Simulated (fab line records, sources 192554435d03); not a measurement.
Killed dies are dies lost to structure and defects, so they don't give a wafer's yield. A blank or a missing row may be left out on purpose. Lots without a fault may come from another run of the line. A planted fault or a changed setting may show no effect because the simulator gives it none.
Which tool did it? | flow n5_finfet | 9 lots, 27 wafers sampled, at 5 steps of a route of 1938

WHAT THE GAUGES READ, wafer by wafer
N5_DUMMY_GATE_CD_MEAS_50: target cd 14 nm. Usual: cd_nm 14.05 nm, standard deviation 0.27.
lot  | measured    | on        | cd_nm (nm)        | flag
L973 | day 2 23:09 | cd_sem-01 | 14.01 13.95 13.85 |
L975 | day 3 14:38 | cd_sem-03 | 14.09 14.23 14.17 |
L977 | day 4 01:09 | cd_sem-03 | 13.94 13.97 14.09 |
L985 | day 6 00:26 | cd_sem-02 | 14.38 14.00 14.15 |
L992 | day 7 17:38 | cd_sem-02 | 13.99 13.91 13.93 |
L993 | day 7 22:32 | cd_sem-02 | 14.09 14.25 14.21 |
L994 | day 8 05:29 | cd_sem-01 | 13.88 13.71 13.75 |
L995 | day 8 11:55 | cd_sem-03 | 14.43 14.43 14.06 |
L996 | day 8 16:28 | cd_sem-02 | 13.74 14.05 13.95 |

N5_DUMMY_GATE_CD_MEAS_24: target cd 15 nm. Usual: cd_nm 15.1 nm, standard deviation 0.33.
lot  | measured    | on        | cd_nm (nm)     | flag
L973 | day 2 23:39 | cd_sem-03 | 14.9 15.0 14.4 |
L975 | day 3 15:15 | cd_sem-02 | 15.0 14.9 14.9 |
L977 | day 4 01:41 | cd_sem-03 | 14.9 15.5 15.0 |
L985 | day 6 00:56 | cd_sem-02 | 15.4 15.1 15.0 |
L992 | day 7 18:07 | cd_sem-01 | 14.9 14.5 15.0 |
L993 | day 7 23:05 | cd_sem-02 | 15.3 14.8 15.2 |
L994 | day 8 05:59 | cd_sem-02 | 15.1 14.8 14.3 |
L995 | day 8 12:24 | cd_sem-03 | 15.6 15.3 15.1 |
L996 | day 8 16:58 | cd_sem-02 | 15.1 15.2 15.1 |

N5_BEOL_M4_RC_MEAS_101. Usual: DIBL_N 36.4 mV/V, standard deviation 1.5; DIBL_P 36.6 mV/V, standard deviation 1.9; IOFF_N 0.155 nA/um, standard deviation 0.021; IOFF_N_85C 3.0 nA/um, standard deviation 0.35; IOFF_N_LIN 0.072 nA/um, standard deviation 0.0082; IOFF_P 0.211 nA/um, standard deviation 0.028; IOFF_P_85C 3.6 nA/um, standard deviation 0.4; IOFF_P_LIN 0.100 nA/um, standard deviation 0.011; ION_N 671 uA/um, standard deviation 8.6; ION_P 462 uA/um, standard deviation 5.8; REXT_N 74.9 ohm.um, standard deviation 1.6; REXT_P 99.7 ohm.um, standard deviation 2.3; SS_N 71.5 mV/dec, standard deviation 0.5; SS_P 73.4 mV/dec, standard deviation 0.58; VT_N 250.1 mV, standard deviation 2.4; VT_N_LVT 98.8 mV, standard deviation 2.5; VT_P -250.1 mV, standard deviation 3; VT_P_LVT -98.9 mV, standard deviation 2.6.
lot  | measured     | on        | DIBL_N (mV/V)  | DIBL_P (mV/V)  | IOFF_N (nA/um)    | IOFF_N_85C (nA/um) | IOFF_N_LIN (nA/um) | IOFF_P (nA/um)    | IOFF_P_85C (nA/um) | IOFF_P_LIN (nA/um) | ION_N (uA/um) | ION_P (uA/um) | REXT_N (ohm.um) | REXT_P (ohm.um)   | SS_N (mV/dec)  | SS_P (mV/dec)  | VT_N (mV)         | VT_N_LVT (mV)   | VT_P (mV)            | VT_P_LVT (mV)        | flag
L973 | day 7 23:52  | prober-02 | 35.7 35.3 35.8 | 35.0 35.4 34.5 | 0.134 0.138 0.142 | 2.7 2.8 2.9        | 0.065 0.067 0.069  | 0.193 0.200 0.189 | 3.4 3.5 3.3        | 0.095 0.098 0.094  | 674 667 685   | 457 464 461   | 75.1 75.3 74.8  | 99.1 98.8 100.4   | 71.2 71.4 71.5 | 72.5 72.0 72.8 | 250.6 248.9 250.2 | 100.0 98.7 98.3 | -250.8 -251.9 -252.8 | -98.4 -97.4 -98.9    |
L975 | day 8 10:45  | prober-01 | 36.4 36.8 36.8 | 37.3 37.6 38.0 | 0.155 0.159 0.158 | 3.0 3.0 3.1        | 0.071 0.072 0.072  | 0.241 0.256 0.251 | 4.0 4.3 4.2        | 0.112 0.117 0.115  | 671 664 675   | 472 466 469   | 78.0 77.8 77.2  | 101.5 101.4 101.2 | 71.1 70.7 71.4 | 73.9 73.5 74.1 | 248.2 248.4 250.2 | 99.1 99.4 99.5  | -247.0 -247.3 -246.1 | -95.9 -94.8 -94.9    |
L977 | day 8 18:59  | prober-02 | 35.9 34.8 36.2 | 35.7 34.6 35.7 | 0.146 0.130 0.145 | 2.9 2.6 2.9        | 0.068 0.063 0.069  | 0.173 0.158 0.171 | 3.1 2.9 3.1        | 0.084 0.078 0.082  | 668 665 664   | 450 448 456   | 71.1 73.0 71.5  | 100.1 99.5 99.2   | 71.1 70.9 70.9 | 73.6 73.4 73.4 | 250.3 251.9 248.6 | 99.1 99.7 98.3  | -254.6 -256.9 -255.1 | -104.2 -105.3 -103.5 |
L985 | day 10 20:49 | prober-01 | 38.9 42.7 37.3 | 36.8 41.3 35.7 | 0.198 0.305 0.183 | 3.7 5.3 3.5        | 0.088 0.125 0.083  | 0.307 0.443 0.255 | 5.0 6.8 4.3        | 0.141 0.186 0.119  | 696 712 686   | 483 498 479   | 67.3 67.5 73.0  | 92.2 90.4 98.7    | 71.3 72.2 72.2 | 74.5 74.6 73.6 | 243.3 235.6 245.2 | 93.4 87.7 95.0  | -241.0 -232.3 -242.6 | -90.9 -84.5 -94.4    | OFF
L992 | day 12 16:26 | prober-01 | 36.9 37.9 37.3 | 37.3 38.5 37.8 | 0.160 0.186 0.171 | 3.2 3.6 3.4        | 0.075 0.085 0.079  | 0.221 0.218 0.209 | 3.8 3.8 3.6        | 0.105 0.102 0.099  | 665 686 677   | 459 461 460   | 74.6 73.8 75.6  | 100.6 101.8 103.5 | 71.8 71.9 71.3 | 73.4 73.7 73.5 | 252.5 247.3 247.6 | 96.7 94.8 96.3  | -247.9 -250.5 -250.5 | -95.9 -98.3 -97.4    |
L993 | day 12 20:07 | prober-01 | 36.3 37.1 36.7 | 36.7 38.9 37.9 | 0.151 0.177 0.158 | 2.9 3.3 3.0        | 0.071 0.081 0.072  | 0.195 0.230 0.207 | 3.5 4.0 3.6        | 0.094 0.104 0.097  | 665 673 665   | 456 466 453   | 73.1 73.1 72.4  | 100.7 99.4 99.8   | 71.5 71.9 72.0 | 73.4 74.6 74.0 | 249.9 247.2 250.0 | 99.3 97.4 100.4 | -251.6 -249.3 -247.9 | -101.0 -98.5 -100.1  |
L994 | day 13 15:49 | prober-01 | 39.8 39.0 38.5 | 41.7 41.0 39.3 | 0.233 0.208 0.171 | 4.3 4.0 3.3        | 0.104 0.093 0.077  | 0.282 0.272 0.232 | 4.7 4.6 4.0        | 0.127 0.124 0.109  | 702 686 672   | 480 467 463   | 74.6 74.5 74.4  | 99.6 100.7 101.2  | 72.2 72.0 71.9 | 74.6 74.7 73.8 | 243.9 247.7 251.6 | 89.9 92.1 95.1  | -246.3 -247.1 -249.3 | -91.7 -92.3 -94.8    |
L995 | day 13 09:25 | prober-01 | 32.6 34.9 34.2 | 33.7 35.5 34.8 | 0.128 0.152 0.143 | 2.6 2.9 2.8        | 0.061 0.071 0.068  | 0.168 0.209 0.188 | 3.1 3.8 3.4        | 0.086 0.102 0.092  | 670 677 679   | 469 471 467   | 77.7 77.2 76.7  | 101.5 100.3 102.4 | 71.4 71.3 71.7 | 72.8 73.7 73.1 | 252.5 249.9 251.6 | 99.1 97.3 97.9  | -250.6 -246.6 -253.1 | -101.7 -97.1 -99.8   |
L996 | day 13 20:34 | prober-02 | 37.5 36.8 38.2 | 37.3 37.3 38.1 | 0.160 0.155 0.175 | 3.2 3.1 3.5        | 0.075 0.075 0.081  | 0.168 0.173 0.183 | 3.1 3.2 3.3        | 0.080 0.082 0.085  | 675 675 691   | 452 458 461   | 73.6 73.7 72.6  | 104.8 104.3 102.9 | 72.1 70.9 71.8 | 73.6 73.6 73.1 | 248.8 248.2 247.3 | 96.7 97.4 95.9  | -257.4 -256.5 -256.1 | -104.0 -103.4 -103.1 |

WHICH TOOL RAN EACH LOT (tool, then ch and the chambers of the sampled wafers, then the start)
lot  | N5_DUMMY_GATE_ETCH_32           | N5_SPACER0_ALD_00
L973 | rie_si-01 ch 1,2,3, day 2 23:27 | ald_sin-03 ch 0,1,3, day 3 00:44
L975 | rie_si-01 ch 0,2,3, day 3 15:03 | ald_sin-03 ch 0,1,3, day 3 15:55
L977 | rie_si-01 ch 0,2,3, day 4 01:29 | ald_sin-04 ch 0,1,3, day 4 02:22
L985 | rie_si-05 ch 1,2,3, day 6 00:44 | ald_sin-03 ch 0,3, day 6 01:42
L992 | rie_si-05 ch 0,1,2, day 7 17:55 | ald_sin-01 ch 0,2,3, day 7 18:35
L993 | rie_si-05 ch 1,2,3, day 7 22:52 | ald_sin-04 ch 0,3, day 7 23:33
L994 | rie_si-01 ch 1,2, day 8 05:47   | ald_sin-01 ch 1,3, day 8 06:55
L995 | rie_si-05 ch 1,3, day 8 12:12   | ald_sin-04 ch 0,1,2, day 8 14:00
L996 | rie_si-01 ch 1,2, day 8 16:45   | ald_sin-01 ch 0,2,3, day 8 17:26
- N5_DUMMY_GATE_ETCH_32: etches SiO2 in CF4, target depth 3.5 nm, time 3.9 s.
- N5_SPACER0_ALD_00: deposits SiOCN, target thk 3.5 nm, pulse time 3 s, purge time 2 s.

WHAT THE TOOLS THEMSELVES READ (means of the sampled wafers that have a number; where no wafer has one, the mark that the record gives instead)
N5_DUMMY_GATE_ETCH_32. Usual: drypump_motor_current_A 5.8 A, standard deviation 0.39; oes_product_au 0.998 a.u., standard deviation 0.02; throttle_valve_pct 21.77 %, standard deviation 0.24.
lot  | tool      | drypump_motor_current_A (A) | oes_product_au (a.u.) | throttle_valve_pct (%) | flag
L973 | rie_si-01 | 5.9                         | 0.994                 | 21.89                  |
L975 | rie_si-01 | 5.8                         | 1.002                 | 21.81                  |
L977 | rie_si-01 | 5.8                         | 1.009                 | 21.80                  |
L985 | rie_si-05 | 6.0                         | 0.992                 | 21.58                  |
L992 | rie_si-05 | 5.7                         | 0.999                 | 21.66                  |
L993 | rie_si-05 | 6.0                         | 0.994                 | 21.59                  |
L994 | rie_si-01 | 5.8                         | 0.983                 | 21.89                  |
L995 | rie_si-05 | 6.5                         | 0.987                 | 21.59                  |
L996 | rie_si-01 | 5.8                         | 0.989                 | 21.90                  |

N5_SPACER0_ALD_00. Usual: heater_power_w 843 W, standard deviation 79; precursor_pulse_height_rel 1.001, standard deviation 0.021.
lot  | tool       | heater_power_w (W) | precursor_pulse_height_rel | flag
L973 | ald_sin-03 | 819                | 0.998                      |
L975 | ald_sin-03 | 816                | 0.980                      |
L977 | ald_sin-04 | 807                | 0.987                      |
L985 | ald_sin-03 | 756                | 1.012                      |
L992 | ald_sin-01 | 854                | 0.975                      |
L993 | ald_sin-04 | 788                | 0.991                      |
L994 | ald_sin-01 | 862                | 0.999                      |
L995 | ald_sin-04 | 858                | 0.988                      |
L996 | ald_sin-01 | 852                | 1.008                      |

THE ANSWER, worked out from the rows above alone
Rule: a lot is off if the mean of its wafers that have a number lies more than 3 standard deviations from the usual mean. A lot without any number at a reading at which 4 lots or more have one is off too. The other lots that the step has rows for count as sound. The gauges are gone through in route order, then the tools' own readings, and for those a lot's mean is taken as printed above. The first step at which some lot is off is used, and at that step the reading that is off furthest; a lot without a number counts as furthest.
Off: L985, at N5_BEOL_M4_RC_MEAS_101 (IOFF_P).
A tool fits if, at a process step before that reading, it ran every lot that is off, and no sound lot after the first of them. The gauges at N5_BEOL_M4_RC_MEAS_101 are tried like those tools. One fits: ald_sin-03 at N5_SPACER0_ALD_00. Its last sound lot is L975 (day 3 15:55), its first lot that is off L985 (day 6 01:42): a fault that began between those two fits.

WHAT THE SIMULATOR HAD PUT IN
Process parameter drift: ald_sin-03, from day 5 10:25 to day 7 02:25, at N5_SPACER0_ALD_00. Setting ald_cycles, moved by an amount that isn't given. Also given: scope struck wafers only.
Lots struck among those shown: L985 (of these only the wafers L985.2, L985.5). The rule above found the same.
